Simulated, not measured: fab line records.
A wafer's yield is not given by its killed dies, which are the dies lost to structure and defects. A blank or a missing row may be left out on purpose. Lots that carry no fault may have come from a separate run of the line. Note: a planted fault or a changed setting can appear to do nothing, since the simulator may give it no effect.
Problem report in the 8D (eight disciplines) form, filled by code + flow n5 finfet + the parts of the form that need people (team, actions taken, sign-off) are left out

## 1. WHAT WENT WRONG
EOT_P at N5_BEOL_M4_RC_MEAS_101 reads a mean of 11.62 on 3 wafers of 2 lots; wafers without a fault read 10.50 with a standard deviation of 0.095. That puts it +12 standard deviations away from the usual mean.
Seen first at day 8 00:16 on prober-01, wafer L104.4. At this step, 30 wafers from 10 lots have a number in the record. By rule, "out" or "out of limits" means more than 4 standard deviations away from the usual mean. The rest of the wafers with a number are treated as sound.

## 2. WHAT IT IS, WHAT IT ISN'T
| question                    | is                             | is not                                                                                                        |
|-----------------------------|--------------------------------|---------------------------------------------------------------------------------------------------------------|
| which readings at this step | EOT_P, EOT_N, IGATE_N, IGATE_P | ION_N, ION_P, SS_P, VT_N, VT_P                                                                                |
| which lots                  | L103, L104                     | L102, L105, L117, L118, L119, L120, L122, L124                                                                |
| which wafers of those lots  | L103.6, L104.4, L104.6         | L103.1, L103.3, L104.1                                                                                        |
| read on which gauges        | prober-01                      | prober-02                                                                                                     |
| when                        | from day 8 00:16               | up to then (4 sound wafers); but 23 sound wafers of L103, L105, L117, L118, L119, L120, L122, L124 came after |

## 3. WHAT RULES OUT EACH SUSPECT
Counting: any tool at a process step up to the reading remains a suspect provided it ran every lot that is out. Sound lots after the first of them don't rule it out here, since some wafers of a struck lot are sound.
- the gauge at N5_BEOL_M4_RC_MEAS_101: kept. All the wafers that are out were read on prober-01, and no step on other tools shows them out.
- remote plasma-02 at N5_DUMMY_REMOVAL_PRECLEAN_08 (cleans in NF3:NH3, afs cycles 2, time 20 s, sublimation time 60 s): kept. Every lot that is out went through it, the first being L103 (day 4 10:10); the last sound lot it ran before that was L102 (day 3 23:40).
Remaining after the count are remote plasma-02 at N5_DUMMY_REMOVAL_PRECLEAN_08 and prober-01 at N5_BEOL_M4_RC_MEAS_101.

## 4. THE CAUSE (what the simulator had put in)
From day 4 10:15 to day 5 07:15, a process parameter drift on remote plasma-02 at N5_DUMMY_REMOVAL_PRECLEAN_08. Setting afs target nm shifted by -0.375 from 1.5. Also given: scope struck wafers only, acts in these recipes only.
Counting left 2 suspects, and this tool is among them.

## 5. THE CHAIN OF EFFECTS, in route order
Rows list readings where the struck wafers' mean (over those with a number) sits beyond 3 standard deviations from the usual. Only readings whose record carries a usual standard deviation are examined. hours: median over the lots of the time between each lot's start at the first step of this table that gives one and its start at this step. sigmas: the change, counted in usual standard deviations.
| hours | step                   | reading | usual        | on struck wafers | change  | sigmas |
|-------|------------------------|---------|--------------|------------------|---------|--------|
| 0     | N5_BEOL_M4_RC_MEAS_101 | EOT_N   | 10.54        | 11.68            | +1.14   | +11    |
| 0     | N5_BEOL_M4_RC_MEAS_101 | EOT_P   | 10.50        | 11.62            | +1.12   | +12    |
| 0     | N5_BEOL_M4_RC_MEAS_101 | IGATE_N | 0.0124 nA/um | 0.0038           | -0.0086 | -4.3   |
| 0     | N5_BEOL_M4_RC_MEAS_101 | IGATE_P | 0.0037 nA/um | 0.0011           | -0.0026 | -4.4   |

## 6. WHAT WOULD HAVE CAUGHT IT SOONER
86 hours passed between the start of the fault at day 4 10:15 and the first reading out of limits at a measuring or inspecting step in this record, taken at day 8 00:16.
By day 8 00:16 the whole set of lots that are out, 2 in number, had already begun N5_DUMMY_REMOVAL_PRECLEAN_08 on remote plasma-02. A hold on the tool at that time would have spared none of them.
